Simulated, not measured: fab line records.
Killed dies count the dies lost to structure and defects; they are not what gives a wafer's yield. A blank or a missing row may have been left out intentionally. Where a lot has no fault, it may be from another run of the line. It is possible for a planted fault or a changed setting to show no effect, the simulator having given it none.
fab line records ; flow n5Finfet
[record] lots = 4; wafers = 11; lastDay = 19
route steps=1938 shown FIN_SAQP@108 BEOL_M4@1111 PASSIVATION@1936
lots that met no fault: from a run of the same line without faults
startH: the number of hours between the record's first day and the start of the first shown wafer of the lot ; waitH: time in hours since the lot's previous step ; " the same as in the row above ; L1.1+2: a single row standing in for several wafers ; - no value, or no start given ; * or withheld: withheld ; < > ~ a bound
route shown NAME@n: names a module that has steps shown in the file, with the first one's number in the route ; usual: mean/standard deviation taken from wafers without a fault ; same: alike in all rows ; chamber/n: place in a boat ; sites: each site's reading ; _std_site: standard deviation across them ; _edge_site: mean of outer sites minus mean of inner sites ; radiusMm: for every site, how far away it sits from the centre of the wafer ; mask NAME#n: copy n ; behind: the tool/chamber that last shaped the wafer ; hold: why the lot went on hold/how many hours it stayed there/how the hold came to an end ; device: the n, p or np transistor that did not switch ; end of line: at the end of the route, the tests of the same wafers ; a step with no rows: only its recipe ; killed: at the first sort, the dies lost to defects and structure; wafer yield is something else ; map: the dies of a wafer, with x for killed, . for not killed, _ for no die there
set.NAME: the setting that was run; set.NAME@STEP: the one run at that earlier step ; model.NAME: the simulator's own value behind a step, which no gauge read
lots at some steps of the route; a table a step, a row a wafer
services: the hour from which a tool's chamber was out of use, counted from the record's first day as startH (under 0 if before that day), plus the number of hours and why
[[steps]]
[step N5_FIN_SAQP_EXPOSE_13]
[recipe] maskId = FIN_CORE; na = 1.35; sourceShape = dipole; sigmaInner = 0.538; sigmaOuter = 0.738; polarization = te; targetCdNm = 35.6; doseMj = 63.25
[step N5_FIN_SAQP_PEB_14]
[recipe] pebTempC = withheld; pebTimeS = 60; resist = CAR-ArF
[step N5_FIN_SAQP_DEVELOP_15]
[recipe] developTimeS = 30; developer = TMAH; resist = CAR-ArF; devTempC = 23; rinseLiquid = diw; dry = airSpin
[step N5_FIN_SAQP_DESCUM_21]
[recipe] chemistry = O2; timeS = 7.9; sourcePowerW = 50; biasPowerW = 20; pressureMtorr = 20; rfFrequencyHz = 2.712e+07; tempC = 40; resist = CAR-ArF; o2FlowSccm = 225
[step N5_FIN_SAQP_ETCH_51]
[recipe] chemistry = CF4; target = SiARC; targetDepthA = 455; maskMaterial = CAR-ArF; timeS = 75.8; ionEnergyEv = 80; pressureMtorr = 40; sourceW = 545; biasW = 36; Ar_flow_sccm = 100; cf4FlowSccm = 100; ends = cleared
[step N5_FIN_SAQP_ETCH_52]
[recipe] chemistry = N2/H2; target = SOC; targetDepthA = 1000; overetchA = 200; maskMaterial = SiARC; tempC = 40; timeS = 150; ionEnergyEv = 200; pressureMtorr = 30; sourceW = 840; biasW = 150; n2FlowSccm = 200; h2FlowSccm = 200; ends = endPoint
[step N5_FIN_SAQP_STRIP_53]
[recipe] chemistry = N2/H2; tempC = 40; n2FlowSccm = 200; h2FlowSccm = 200; rfFrequencyHz = 6e+07
[step N5_FIN_SAQP_HM_OPEN_73]
[recipe] chemistry = CHF3/O2; target = SiO2; stopOn = a-Si; targetDepthA = 120; overEtchFrac = 1.8; maskMaterial = SOC; timeS = 16.8; pressureMtorr = 30; sourceW = 650; biasW = 170; Ar_flow_sccm = 200; CHF3_flow_sccm = 50; O2_flow_sccm = 5; ionEnergyEv = 200; ends = endPoint
[step N5_FIN_SAQP_STRIP_74]
[recipe] chemistry = CHF3/O2; resist = SiARC; rfFrequencyHz = 6e+07
[step N5_FIN_SAQP_MANDREL_ETCH_22]
[recipe] targetDepthA = 600; chemistry = HBr/Cl2; target = a-Si; stopOn = SiNx; btTimeS = 10; overEtchFrac = 0.5; timeS = 30; pressureMtorr = 10; icpW = 800; biasW = 75; HBr_flow_sccm = 150; Cl2_flow_sccm = 80; ends = endPoint
[usual] biasW = 75.04/0.23; drypumpMotorCurrentA = 5.8/0.44; heBacksideLeakSccm = 2.8/0.38; oesProductAu = 0.772/0.017; throttleValvePct = 35.4/0.34
lot.wafer;tool;chamber;startH;waitH;biasW;drypumpMotorCurrentA;heBacksideLeakSccm;oesProductAu;rfHoursCounterH;throttleValvePct;model.SOC_of_FIN_SAQP_COAT_49.thkNm;model.SiNx_of_FIN_SAQP_PECVD_48.thkNm
L807.2;rieSi-05;0;58.47;0.0;74.98;5.1;2.9;0.773;54;35.1;75.79;24.64
L807.3;rieSi-05;1;58.47;0.0;75.44;5.2;2.9;0.777;73;35.6;77.35;24.62
L807.5;rieSi-05;3;58.47;0.0;75.02;6.1;2.4;0.798;-;35.1;76.83;24.56
L816.3;rieSi-05;3;112.05;0.0;75.07;6.2;2.4;0.785;93;35.1;64.57;18.49
L816.5;rieSi-05;3;112.05;0.0;75.01;6.2;2.5;0.784;-;35.1;64.56;18.65
L820.2;rieSi-05;2;136.85;0.0;74.94;6.5;2.5;0.766;128;35.7;76.87;25.11
L820.3;rieSi-05;0;136.85;0.0;75.09;5.1;2.9;0.785;55;35.0;64.52;19
L820.5;rieSi-05;0;136.85;0.0;74.68;5.1;2.9;0.781;-;35.0;64.06;18.62
L824.1;rieSi-01;1;160.38;0.0;74.79;6.3;2.8;0.742;65;35.4;75.12;25.03
L824.4;rieSi-01;0;160.38;0.0;74.92;6.3;2.6;0.779;185;35.6;75.64;25.36
L824.5;rieSi-01;1;160.38;0.0;74.86;6.3;2.7;0.761;-;35.4;75;25.01
[step N5_FIN_SAQP_STRIP_55]
[recipe] chemistry = N2/H2; powerW = 500; tempC = 40; pressureMtorr = 50; rfFrequencyHz = 6e+07; overashFraction = 0.3; biasPowerW = 28; h2Frac = 0.5; n2FlowSccm = 300; h2FlowSccm = 300
[step N5_FIN_SAQP_STRIP_23]
[recipe] chemistry = SPM; timeS = 750; tempC = 130; h2so4H2o2VolRatio = 4
[step N5_FIN_SAQP_SRD_66]
[recipe] dry = ipaMarangoni; timeS = 30; tempC = 23; rinseLiquid = diw
[step N5_FIN_SAQP_RECESS_75]
[recipe] chemistry = HF/NH3; target = SiO2; targetDepthA = 144; afsCycles = 3; tempC = 30; sublimationTempC = 180; sublimationTimeS = 60
[step N5_FIN_SAQP_SPACER1_ALD_24]
[recipe] material = SiO2; targetThkA = 203; tempC = 300; aldPrecursorFamily = BDEAS; aldCoReactant = O2-plasma; pulseTimeS = 1; purgeTimeS = 2; coReactantPurgeTimeS = 2; aldCycles = 218; pressureTorr = 2
[step N5_FIN_SAQP_SPACER1_ETCHBACK_25]
[recipe] chemistry = CHF3/O2; mode = anisotropicEtchback; target = SiO2; targetDepthA = 244; timeS = 12.2; pressureMtorr = 30; sourceW = 650; biasW = 170; Ar_flow_sccm = 200; CHF3_flow_sccm = 50; O2_flow_sccm = 5; ionEnergyEv = 200
[step N5_FIN_SAQP_MANDREL1_REMOVE_56]
[recipe] chemistry = HBr/Cl2/O2; btTimeS = 10; target = a-Si; stopOn = SiNx; endpoint = OES-SiCl; overEtchFrac = 1; icpW = 600; biasW = 22; HBr_flow_sccm = 150; Cl2_flow_sccm = 80; O2_flow_sccm = 5; pressureMtorr = 10
[step N5_FIN_SAQP_ETCH_57]
[recipe] chemistry = CH3F/O2; target = SiNx; maskMaterial = SiO2; targetDepthA = 325; timeS = 46.4; pressureMtorr = 30; sourceW = 395; biasW = 73; Ar_flow_sccm = 150; CH3F_flow_sccm = 30; O2_flow_sccm = 20; ionEnergyEv = 120; ends = cleared
[usual] biasW = 72.98/0.22; drypumpMotorCurrentA = 5.8/0.5; etchRfOnTimeS = 47.0/1; oesProductAu = 0.64/0.058; rfVppV = 299/4.6; showerheadPlenumPTorr = 1.98/0.068; throttleValvePct = 16.39/0.22
lot.wafer;tool;chamber;startH;waitH;biasW;drypumpMotorCurrentA;etchRfOnTimeS;oesProductAu;rfHoursCounterH;rfVppV;showerheadPlenumPTorr;throttleValvePct;model.etch.depthNm
L807.2;rieDiel-01;0;60.52;0.0;72.81;6.4;46.9;0.63;149;292;2.09;16.58;24.64
L807.3;rieDiel-01;1;60.52;0.0;72.72;5.8;46.0;0.58;238;300;1.96;16.74;24.62
L807.5;rieDiel-01;2;60.52;0.0;72.98;6.6;46.2;0.68;-;297;1.93;16.57;24.56
L816.3;rieDiel-03;0;114.17;0.0;73.31;5.6;35.1;0.60;203;298;1.91;16.35;18.49
L816.5;rieDiel-03;1;114.17;0.0;72.82;5.2;34.8;0.59;-;299;2.06;16.38;18.65
L820.2;rieDiel-04;1;138.64;0.0;73.19;6.4;48.6;0.57;242;304;2.06;16.43;25.11
L820.3;rieDiel-04;3;138.64;0.0;72.91;5.2;35.4;0.61;220;307;1.90;16.26;19
L820.5;rieDiel-04;1;138.64;0.0;73.24;6.4;36.0;0.57;-;305;2.06;16.44;18.62
L824.1;rieDiel-01;1;163.06;0.0;73.19;5.8;45.9;0.77;20;301;1.95;16.27;25.03
L824.4;rieDiel-01;0;163.06;0.0;73.00;6.4;48.3;0.61;184;292;2.08;16.63;25.36
L824.5;rieDiel-01;0;163.06;0.0;72.78;6.4;48.1;0.61;-;291;2.08;16.65;25.01
[step N5_FIN_SAQP_ETCH_65]
[recipe] chemistry = CF4; target = SiO2; targetDepthA = 40; ionEnergyEv = 350; timeS = 4.4; pressureMtorr = 10; icpW = 800; biasW = 400; cf4FlowSccm = 80
[step N5_BEOL_M4_RC_MEAS_101]
[usual] DIBL_N = 35.8/1.7; DIBL_P = 35.3/2; IOFF_N = 0.150/0.026; IOFF_P = 0.194/0.029; ION_N = 667/11; ION_P = 456/7.1; SS_N = 71.4/0.65; SS_P = 73.1/0.64; VT_N = 251/3; VT_P = -252/3.2
lot.wafer;tool;chamber;startH;waitH;DIBL_N[mV/V];DIBL_P[mV/V];IOFF_N[nA/um];IOFF_P[nA/um];ION_N[uA/um];ION_P[uA/um];SS_N[mV/dec];SS_P[mV/dec];VT_N[mV];VT_P[mV]
L807.2;prober-02;0;260.58;0.2;37.2;38.2;0.161;0.218;662;455;71.8;73.8;250;-253
L807.3;prober-02;0;260.58;0.2;37.9;36.9;0.166;0.202;673;454;72.3;73.5;251;-254
L807.5;prober-02;0;260.58;0.2;36.1;36.6;0.150;0.195;670;454;71.4;73.7;251;-254
L816.3;prober-02;0;314.02;0.3;37.0;36.5;0.162;0.206;678;464;71.6;73.9;249;-249
L816.5;prober-02;0;314.02;0.3;38.3;38.8;0.194;0.245;684;465;71.8;74.2;247;-246
L820.2;prober-01;0;335.98;0.2;36.6;34.0;0.167;0.213;659;461;72.4;72.8;251;-246
L820.3;prober-01;0;335.98;0.2;36.7;35.4;0.170;0.237;670;461;72.0;73.1;248;-247
L820.5;prober-01;0;335.98;0.2;36.9;34.7;0.158;0.221;659;455;72.4;73.7;252;-248
L824.1;prober-02;0;349.42;0.0;37.4;38.4;0.191;0.199;681;451;71.3;74.2;247;-255
L824.4;prober-02;0;349.42;0.0;38.1;39.3;0.192;0.207;677;453;72.0;74.2;247;-252
L824.5;prober-02;0;349.42;0.0;34.7;35.7;0.144;0.164;666;447;71.4;73.0;248;-255
[step N5_PASSIVATION_PROBE_49]
[usual] defectLimitedYield = 91.5/1.4; killed_at_M0_to_M3 = 34/11; killed_at_M4_up = 15/6; killedAtContacts = 11/5.9; killedAtFrontEnd = 37/11; killedAtOther = 3.6/2.9; killedDies = 101/17; killedOpen = 66/12; killedShort = 33/7.8; sort_bin_5_function = 5.0/0.97; sort_bin_6_memory = 3.2/0.65; sortNPass = 1079/17; sortYieldPct = 91.4/1.4
[same] grossDies = 1180; killedAtBackSide = 0; sort_bin_4_leakage[%] = 0; sort_bin_8_speed[%] = 0
lot.wafer;tool;chamber;startH;waitH;defectLimitedYield[%];killed_at_M0_to_M3;killed_at_M4_up;killedAtContacts;killedAtFrontEnd;killedAtOther;killedDies;killedOpen;killedShort;sort_bin_5_function[%];sort_bin_6_memory[%];sortNPass;sortYieldPct[%]
L816.5;prober-01;-;423.85;0.2;92.6;21;17;5;44;0;87;61;25;4.8;2.4;1093;92.6
// killed by level:class
L816.5 STI_FIN_REVEAL:geometricParticle:open=16 BEOL_M4:geometricParticle:open=8 FIN_SAQP:geometricParticle:short=6 BEOL_M0_SAQP:geometricParticle:open=6 BEOL_M2:geometricParticle:open=6 DUMMY_GATE:geometricParticle:open=5 BEOL_M0_SAQP:geometricParticle:short=5 FIN_SAQP:geometricParticle:open=4
[[services]]
tool;chamber;startH;hours;kind
rieDiel-01;3;67.27;-;clean
rieDiel-01;3;67.27;-;consumableReplace:focusRing
rieDiel-01;3;67.27;21.9;scheduledDown
rieDiel-01;3;67.27;21.9;ventCycle
rieDiel-03;3;86.91;5.4;repair
rieDiel-01;1;89.16;-;clean
rieDiel-01;1;89.16;-;consumableReplace:focusRing
rieDiel-01;1;89.16;14.5;scheduledDown
rieDiel-01;1;89.16;14.5;ventCycle
rieDiel-01;0;100.51;13.7;repair
rieDiel-04;2;110.41;45.9;repair
rieDiel-04;-;115.75;0.4;repair
rieDiel-04;1;156.64;-;clean
rieDiel-04;1;156.64;-;consumableReplace:focusRing
rieDiel-04;1;156.64;21.8;scheduledDown
rieDiel-04;1;156.64;21.8;ventCycle
rieDiel-04;0;159.67;9.2;repair
[[key]]
[firstSign] step = N5_FIN_SAQP_ETCH_57; reading = etchRfOnTimeS; direction = down; sigmas = 11; usual = *; struck = *
effect none on later readings
[modelEffect] step = N5_FIN_SAQP_MANDREL_ETCH_22; value = SOC_of_FIN_SAQP_COAT_49.thkNm; without = 75.87; struck = 64.43
[modelEffect] step = N5_FIN_SAQP_ETCH_57; value = etch.depthNm; without = 24.82; struck = 18.69
metAt N5_FIN_SAQP_MANDREL_ETCH_22
struckWafers L816.3,L816.5,L820.3,L820.5
onsetBetween 58.47 112.05
[fault] kind = processParameterDrift; tool = rieSi-05; chamber = -; onsetH = 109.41; steps = N5_FIN_SAQP_MANDREL_ETCH_22; channel = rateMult; offset = 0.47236; shape = step; endH = 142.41; scope = struckWafersOnly
